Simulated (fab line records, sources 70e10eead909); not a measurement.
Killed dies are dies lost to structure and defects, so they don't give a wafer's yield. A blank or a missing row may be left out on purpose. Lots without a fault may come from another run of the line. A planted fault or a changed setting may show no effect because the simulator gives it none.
fab line records | flow nand_harc
record lots=11 wafers=33 last_day=33
route steps=1302 shown P_STI@89 P_GATE@139
lots that met no fault: from a run of the same line without faults
start_h: hours from the record's first day to the start of the lot's first wafer shown | wait_h: hours since the lot's step before | " the same as in the row above | L1.1+2: a row that stands for several wafers | - no value, or no start given | * or withheld: withheld | < > ~ a bound
route shown NAME@n: a module of which the file shows steps, and the number in the route of the first | usual: mean/standard deviation of fault-free wafers | same: alike in all rows | chamber/n: place in a boat | sites: the reading at each site | _std_site: their standard deviation | _edge_site: outer sites' mean less inner sites' | radius_mm: how far each site lies from the wafer's centre | mask NAME#n: copy n | behind: the tool/chamber that last shaped the wafer | hold: why the lot was held/for how many hours/how that ended | device: the transistor (n, p or np) that didn't switch | end of line: the same wafers' tests at the end of the route | a step without rows: its recipe alone | killed: dies lost to structure and defects at the first sort, not the wafer's yield | map: a wafer's dies, x killed, . not, _ none there
set.NAME: the setting as run; set.NAME@STEP: as run at that earlier step | model.NAME: the simulator's own value behind a step, which no gauge read
steps of the route over a sample of lots; a table a step, a row a wafer
services: from which hour (start_h, from the record's first day; less than 0 if before it) a tool's chamber was out of use, for how many hours, and why
## steps
# step NHARC_P_STI_ETCH_31
# recipe target_depth_a=1089 time_s=54.5 cf4_flow_sccm=100 chf3_flow_sccm=30 ar_flow_sccm=0 rf_w=500 bias_w=200 chemistry=CF4/CHF3
# usual chamber_pressure_mTorr=25.00/0.033 drypump_motor_current_A=5.7/0.51 oes_product_au=0.962/0.017 rf_vpp_V=370.7/2.5 showerhead_plenum_p_Torr=1.58/0.07 throttle_valve_pct=16.801/0.0095
# columns lot.wafer tool chamber start_h wait_h chamber_pressure_mTorr drypump_motor_current_A oes_product_au rf_hours_counter_h rf_vpp_V showerhead_plenum_p_Torr throttle_valve_pct
L180.1 rie_diel-13 0 - - 25.01 5.4 0.975 5 370.1 1.53 16.808
L180.4 " 2 " " 25.00 5.5 0.958 5 367.1 1.47 16.803
L180.5 " 3 " " 25.01 6.3 0.975 - 373.3 1.67 16.814
L182.4 rie_diel-11 2 - - 25.02 4.8 0.964 - 371.1 1.59 16.797
L182.6 " 3 " " 25.00 6.4 0.947 - 370.0 1.54 16.774
L182.5 " 1 " " 24.98 5.5 0.968 - 368.3 1.48 16.789
L183.3 rie_diel-09 1 - - 25.02 6.3 0.952 5 371.4 1.60 16.804
L183.1 " 2 " " 24.98 6.0 0.976 5 373.9 1.68 16.799
L183.6 " 0 " " 25.00 6.1 0.948 - 370.3 1.54 16.807
L184.3 rie_diel-11 1 - - 24.99 5.5 0.967 1 366.5 1.48 16.793
L184.5 " 1 " " 24.71 5.5 0.968 - 367.5 1.48 16.813
L184.6 " 2 " " 25.03 4.8 0.971 - 372.9 1.59 16.791
L186.2 rie_diel-11 0 - - 25.02 5.3 0.991 3 371.5 1.61 16.800
L186.4 " 3 " " 24.98 6.4 0.943 1 370.1 1.54 16.799
L186.5 " 0 " " 24.99 5.3 0.985 - 373.2 1.61 16.804
L192.3 rie_diel-13 0 - - 25.03 5.4 0.976 0 367.8 1.53 16.812
L192.2 " 3 " " 24.99 6.3 0.958 0 373.7 1.67 16.820
L192.5 " 0 " " 25.00 5.4 0.973 - 368.7 1.53 16.798
L193.1 rie_diel-13 2 - - 25.01 5.5 0.970 1 367.3 1.47 16.803
L193.4 " 3 " " 24.99 6.3 0.960 0 373.8 1.67 16.806
L193.5 " 1 " " 25.01 6.4 0.972 - 370.8 1.60 16.791
L196.4 rie_diel-09 3 - - 25.04 5.9 0.960 3 374.3 1.69 16.804
L196.2 " 2 " " 24.98 6.0 0.956 2 374.4 1.68 16.800
L196.5 " 0 " " 25.03 6.1 0.973 - 369.8 1.54 16.800
L197.3 rie_diel-09 2 - - 25.05 6.0 0.968 3 373.6 1.68 16.812
L197.1 " 3 " " 24.98 5.9 0.965 3 375.1 1.69 16.806
L197.2 " 0 " " 25.00 6.1 0.967 3 369.8 1.54 16.789
L200.2 rie_diel-11 1 - - 25.02 5.5 0.971 18 367.7 1.48 16.810
L200.4 " 2 " " 25.01 4.8 0.972 14 373.2 1.58 16.795
L200.5 " 1 " " 25.00 5.5 0.970 - 366.6 1.48 16.806
L201.3 rie_diel-13 0 - - 25.03 5.4 0.970 5 368.9 1.53 16.804
L201.4 " 1 " " 25.01 6.4 0.965 5 371.3 1.60 16.805
L201.1 " 3 " " 25.01 6.3 0.974 5 374.3 1.67 16.799
# step NHARC_P_STI_ETCH_15
# recipe target_depth_a=3000 taper_deg=4 time_s=100.1 hbr_flow_sccm=150 cl2_flow_sccm=50 rf_w=400 icp_w=400 bias_w=100 chemistry=HBr/Cl2
# usual chamber_pressure_mTorr=15.000/0.012 drypump_motor_current_A=5.7/0.31 oes_product_au=1.001/0.0082 throttle_valve_pct=26.406/0.0085
# columns lot.wafer tool chamber start_h wait_h chamber_pressure_mTorr drypump_motor_current_A oes_product_au rf_hours_counter_h throttle_valve_pct
L180.4 rie_si-04 0 55.24 - 14.999 5.8 0.991 0.3 26.415
L180.1 " 1 " " 15.006 5.8 1.005 0.4 26.411
L180.5 " 1 " " 14.989 5.8 1.003 - 26.412
L182.4 rie_si-04 3 74.97 - 14.988 5.7 1.007 0.5 26.407
L182.6 " 3 " " 15.019 5.7 1.010 - 26.405
L182.5 " 0 " " 14.993 5.8 0.979 - 26.417
L183.1 rie_si-06 2 86.18 - 15.020 5.8 0.984 0.0 26.420
L183.3 " 3 " " 14.989 6.3 0.985 0.1 26.400
L183.6 " 0 " " 14.989 5.6 1.003 - 26.396
L184.3 rie_si-06 1 95.30 - 15.012 5.3 1.003 0.1 26.397
L184.5 " 1 " " 15.014 5.3 1.014 - 26.403
L184.6 " 2 " " 15.022 5.8 1.003 - 26.406
L186.4 rie_si-04 3 113.52 - 14.986 5.7 1.008 0.8 26.417
L186.2 " 0 " " 15.012 5.8 0.985 0.8 26.424
L186.5 " 3 " " 15.001 5.7 0.997 - 26.403
L192.3 rie_si-01 2 176.46 - 15.003 6.5 1.002 0.9 26.409
L192.2 " 3 " " 15.010 5.8 0.994 1.0 26.414
L192.5 " 2 " " 15.000 6.5 0.992 - 26.403
L193.4 rie_si-06 2 182.82 - 15.005 5.7 0.995 0.8 26.401
L193.1 " 0 " " 14.996 5.6 1.005 0.7 26.412
L193.5 " 2 " " 14.991 5.7 1.000 - 26.406
L196.2 rie_si-06 1 213.20 - 15.016 5.3 1.003 1.0 26.401
L196.4 " 3 " " 14.975 6.3 1.007 0.9 26.414
L196.5 " 2 " " 14.994 5.8 1.006 - 26.406
L197.3 rie_si-04 2 224.33 - 15.010 5.4 1.008 0.3 26.412
L197.2 " 3 " " 15.019 5.7 0.994 0.3 26.410
L197.1 " 0 " " 14.995 5.8 0.993 0.3 26.410
L200.4 rie_si-04 0 253.49 - 14.998 5.8 0.996 0.5 26.408
L200.2 " 1 " " 15.013 5.8 1.003 0.5 26.400
L200.5 " 1 " " 15.012 5.8 1.000 - 26.403
L201.1 rie_si-04 1 264.69 - 15.005 5.8 1.010 0.6 26.405
L201.3 " 2 " " 15.021 5.4 1.000 0.6 26.406
L201.4 " 0 " " 14.984 5.8 0.988 0.6 26.399
# step NHARC_P_GATE_PEB_24
# recipe peb_temp_c=100 peb_time_s=65
# usual heater_power_total_W=156.6/0.43
# columns lot.wafer tool chamber start_h wait_h heater_power_total_W
L180.1 litho_track-01 0 103.65 0.1 157.0
L180.4 " 0 " " 156.8
L180.5 " 0 " " 157.1
L182.4 litho_track-01 0 125.23 0.0 156.0
L182.5 " 0 " " 156.2
L182.6 " 0 " " 156.1
L183.1 litho_track-06 0 136.87 0.1 156.7
L183.3 " 0 " " 156.1
L183.6 " 0 " " 157.1
L184.3 litho_track-01 0 143.66 0.0 156.6
L184.5 " 0 " " 157.1
L184.6 " 0 " " 156.9
L186.2 litho_track-04 0 172.12 0.1 157.1
L186.4 " 0 " " 156.8
L186.5 " 0 " " 156.2
L193.1 litho_track-01 0 239.64 0.1 170.6
L193.4 " 0 " " 171.2
L193.5 " 0 " " 171.4
L192.2 litho_track-01 0 239.94 0.1 170.3
L192.3 " 0 " " 170.7
L192.5 " 0 " " 171.2
L196.2 litho_track-06 0 261.57 0.1 157.0
L196.4 " 0 " " 156.8
L196.5 " 0 " " 157.1
L197.1 litho_track-06 0 274.24 0.1 156.0
L197.2 " 0 " " 157.2
L197.3 " 0 " " 157.1
L200.2 litho_track-04 0 310.35 0.1 156.0
L200.4 " 0 " " 156.9
L200.5 " 0 " " 156.6
L201.1 litho_track-01 0 316.30 0.1 156.6
L201.3 " 0 " " 155.9
L201.4 " 0 " " 157.1
# step NHARC_P_GATE_CD_MEAS_26
# recipe target_cd_nm=120 landing_energy_ev=500
# usual cd_nm=120.3/0.74
# same landing_energy_ev=500
# columns lot.wafer tool chamber start_h wait_h cd_nm
L180.1 cd_sem-01 0 103.73 - 120.3
L180.4 " 0 " " 119.8
L180.5 " 0 " " 120.5
L182.4 cd_sem-02 0 125.31 - 120.4
L182.5 " 0 " " 120.2
L182.6 " 0 " " 121.5
L183.1 cd_sem-02 0 136.94 - 119.3
L183.3 " 0 " " 118.4
L183.6 " 0 " " 119.7
L184.3 cd_sem-01 0 143.74 - 120.1
L184.5 " 0 " " 120.1
L184.6 " 0 " " 119.3
L186.2 cd_sem-01 0 172.20 - 121.4
L186.4 " 0 " " 120.7
L186.5 " 0 " " 121.1
L193.1 cd_sem-02 0 239.72 - 125.5
L193.4 " 0 " " 126.6
L193.5 " 0 " " 126.0
L192.2 cd_sem-01 0 240.02 - 125.8
L192.3 " 0 " " 126.5
L192.5 " 0 " " 126.4
L196.2 cd_sem-03 0 261.65 - 120.1
L196.4 " 0 " " 119.0
L196.5 " 0 " " 119.9
L197.1 cd_sem-02 0 274.32 - 120.4
L197.2 " 0 " " 120.5
L197.3 " 0 " " 119.2
L200.2 cd_sem-03 0 310.43 - 121.6
L200.4 " 0 " " 122.2
L200.5 " 0 " " 121.1
L201.1 cd_sem-01 0 316.38 - 121.0
L201.3 " 0 " " 120.2
L201.4 " 0 " " 120.9
# step NHARC_P_GATE_ALD_36
# recipe target_thk_a=200 pulse_time_s=60 ald_cycles=223 temp_c=400 material=SiNx
# usual heater_power_w=827/110 precursor_pulse_height_rel=1.000/0.02
# same pulse_time_s=60
# columns lot.wafer tool chamber start_h wait_h heater_power_w precursor_pulse_height_rel
L180.1 ald_sin-01 1 106.22 - 966 0.988
L180.4 " 2 107.27 - 765 1.000
L180.5 " 1 110.43 - 966 0.984
L182.4 ald_sin-04 0 127.79 - 837 1.005
L182.5 " 3 130.93 - 748 0.968
L182.6 " 0 131.98 - 825 0.965
L183.1 ald_sin-01 2 138.46 - 757 1.007
L183.3 " 3 139.51 - 775 1.018
L183.6 " 3 143.71 - 781 1.021
L184.3 ald_sin-02 3 147.42 - 808 0.983
L184.6 " 1 149.56 - 962 0.991
L184.5 " 2 150.64 - 879 1.028
L186.4 ald_sin-01 0 174.72 - 826 1.038
L186.2 " 1 175.78 - 973 0.987
L186.5 " 3 177.90 - 769 1.001
L192.3 ald_sin-01 3 241.47 - 753 1.017
L192.2 " 1 243.59 - 972 1.009
L192.5 " 3 245.72 - 728 0.995
L193.1 ald_sin-02 0 242.24 - 735 1.015
L193.4 " 2 244.38 - 917 1.018
L193.5 " 3 245.45 - 821 0.986
L196.4 ald_sin-01 2 263.09 - 733 1.016
L196.2 " 0 265.18 - 814 0.995
L196.5 " 2 267.28 - 724 1.008
L197.1 ald_sin-04 1 276.83 - 903 0.977
L197.3 " 2 277.89 - 708 1.073
L197.2 " 3 278.96 - 705 1.033
L200.4 ald_sin-04 2 312.94 - 707 1.007
L200.2 " 0 315.08 - 866 1.030
L200.5 " 1 316.15 - 939 1.035
L201.1 ald_sin-02 3 317.82 - 834 1.023
L201.3 " 0 318.86 - 795 0.967
L201.4 " 2 320.93 - 929 1.003
## services
# columns tool chamber start_h hours kind
ald_sin-01 - 34.00 10.0 pm
rie_diel-11 2 36.41 5.9 repair
rie_diel-13 1 41.70 5.2 repair
rie_si-06 0 58.91 1.9 repair
rie_si-06 - 72.00 9.0 pm
rie_diel-11 - 78.50 9.0 pm
rie_diel-11 3 90.59 21.9 repair
rie_si-04 2 96.50 6.8 repair
rie_diel-13 - 96.91 68.4 repair
rie_si-06 1 108.14 5.2 repair
ald_sin-01 0 116.77 7.8 repair
rie_diel-11 3 118.73 18.2 repair
rie_diel-11 2 149.34 11.7 repair
rie_si-06 - 151.37 0.6 repair
litho_track-01 - 155.00 7.0 pm
rie_si-04 - 165.00 9.0 pm
rie_si-06 - 182.98 0.1 repair
rie_si-06 - 185.29 1.5 repair
ald_sin-01 0 206.72 2.9 repair
rie_diel-11 2 215.92 5.0 repair
rie_si-06 0 218.80 5.1 repair
rie_si-06 - 249.00 9.0 pm
rie_diel-11 - 255.50 9.0 pm
rie_si-04 3 259.19 3.1 repair
## key
first_sign step=NHARC_P_GATE_PEB_24 reading=heater_power_total_W direction=up sigmas=33 usual=* struck=*
effect step=NHARC_P_GATE_CD_MEAS_26 reading=cd_nm direction=up sigmas=7.9 usual=120.3 struck=126.1
met_at NHARC_P_GATE_PEB_24
struck_lots L192,L193
tester_left_out L192,L193
not_acting_at NHARC_P_STI_ETCH_31,NHARC_P_STI_ETCH_15,NHARC_P_GATE_ALD_36
onset_between 143.66 239.64
fault kind=process_parameter_drift tool=litho_track-01 chamber=- onset_h=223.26 steps=NHARC_P_GATE_PEB_24 channel=peb_time_s offset=* shape=step end_h=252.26 acts_in=* stated=*
# tester_left_out: of these lots the tester's yield and bins aren't shown, on N5 and GAA mostly nor the transistor test; their killed dies are dies lost to structure and defects alone, not to doping, threshold or leakage, so they don't give the yield
